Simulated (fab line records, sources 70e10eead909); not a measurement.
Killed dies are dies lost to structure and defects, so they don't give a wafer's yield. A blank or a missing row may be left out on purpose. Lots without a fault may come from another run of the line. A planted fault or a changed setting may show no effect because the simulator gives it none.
Chamber matching | flow nand_harc | NHARC_A_CHANNEL_FILL_D2_CMP_10 on cmp-01: 4 sister chambers
The step polishes, target thk 150 nm. 20 wafers are shown with their chamber, then 10 later ones without.

WAFERS WITH THEIR CHAMBER
wafer  | chamber | motor_current_A (A) | time_to_endpoint_s (s) | retaining_ring_pressure_frac
L075.3 | 3       | 12.2                | 16.4                   | 0.997
L075.5 | 2       | 10.8                | 15.6                   | 0.998
L075.6 | 1       | 10.9                | 14.4                   | 1.004
L080.3 | 1       | 10.8                | 13.4                   | 0.991
L080.4 | 2       | 11.1                | 15.4                   | 0.997
L080.5 | 2       | 10.6                | 12.8                   | 1.004
L084.2 | 0       | 11.9                | 19.0                   | 1.004
L084.5 | 2       | 10.5                | 16.3                   | 0.999
L084.6 | 3       | 11.6                | 13.7                   | 0.999
L083.2 | 1       | 10.7                | 17.2                   | 0.995
L083.3 | 2       | 11.1                | 17.7                   | 0.997
L083.4 | 0       | 11.1                | 17.3                   | 1.011
L086.1 | 1       | 10.5                | 11.3                   | 1.001
L086.2 | 3       | 12.2                | 12.2                   | 0.999
L086.5 | 0       | 11.5                | 16.1                   | 0.994
L088.4 | 0       | 11.7                | 16.9                   | 1.001
L088.5 | 2       | 11.2                | 18.5                   | 1.000
L088.6 | 3       | 12.5                | 16.7                   | 1.002
L090.1 | 3       | 12.5                | 14.5                   | 0.999
L090.2 | 1       | 10.4                | 14.0                   | 1.004

SIGNATURES (means of the wafers above)
reading                      | chamber 0 | chamber 1 | chamber 2 | chamber 3 | scatter within a chamber
motor_current_A              | 11.550    | 10.660    | 10.883    | 12.200    | 0.305
time_to_endpoint_s           | 17.325    | 14.060    | 16.050    | 14.700    | 1.88
retaining_ring_pressure_frac | 1.00250   | 0.99900   | 0.99917   | 0.99920   | 0.00455
Rule: a wafer's distance from a chamber is the root of the sum, over the readings, of the square of ((its reading less the chamber's mean) divided by the reading's scatter). The wafer belongs to the nearest chamber; if the next one is less than 2 further off, it can't be placed. The scatter: the root of (the sum of the squares of (reading less its chamber's mean) over the shown wafers, divided by (wafers less chambers)).

WAFERS WITHOUT THEIR CHAMBER
wafer  | motor_current_A (A) | time_to_endpoint_s (s) | retaining_ring_pressure_frac
L090.6 | 12.4                | 17.1                   | 1.003
L092.1 | 11.4                | 17.9                   | 0.991
L092.4 | 12.5                | 17.1                   | 0.995
L092.5 | 10.8                | 17.8                   | 1.001
L094.2 | 11.9                | 13.1                   | 1.007
L094.3 | 10.7                | 15.0                   | 0.994
L094.5 | 11.8                | 14.7                   | 1.008
L096.2 | 12.1                | 12.8                   | 1.009
L096.4 | 11.6                | 15.5                   | 1.009
L096.5 | 10.5                | 11.5                   | 1.003

WHICH CHAMBER EACH WENT THROUGH
wafer  | from the rows above               | in truth
L090.6 | can't be placed: 3 or 0           | 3
L092.1 | can't be placed: 0 or 2 or 3 or 1 | 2
L092.4 | can't be placed: 3 or 0           | 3
L092.5 | can't be placed: 2 or 1 or 0      | 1
L094.2 | can't be placed: 3 or 0 or 2      | 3
L094.3 | can't be placed: 1 or 2           | 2
L094.5 | can't be placed: 0 or 3 or 2      | 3
L096.2 | can't be placed: 3 or 0           | 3
L096.4 | can't be placed: 0 or 3 or 2      | 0
L096.5 | can't be placed: 1 or 2           | 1
Placed correctly: 0 of 10. Can't be placed from these rows: 10 (the true chamber is among the candidates in 10). Placed wrongly: 0.
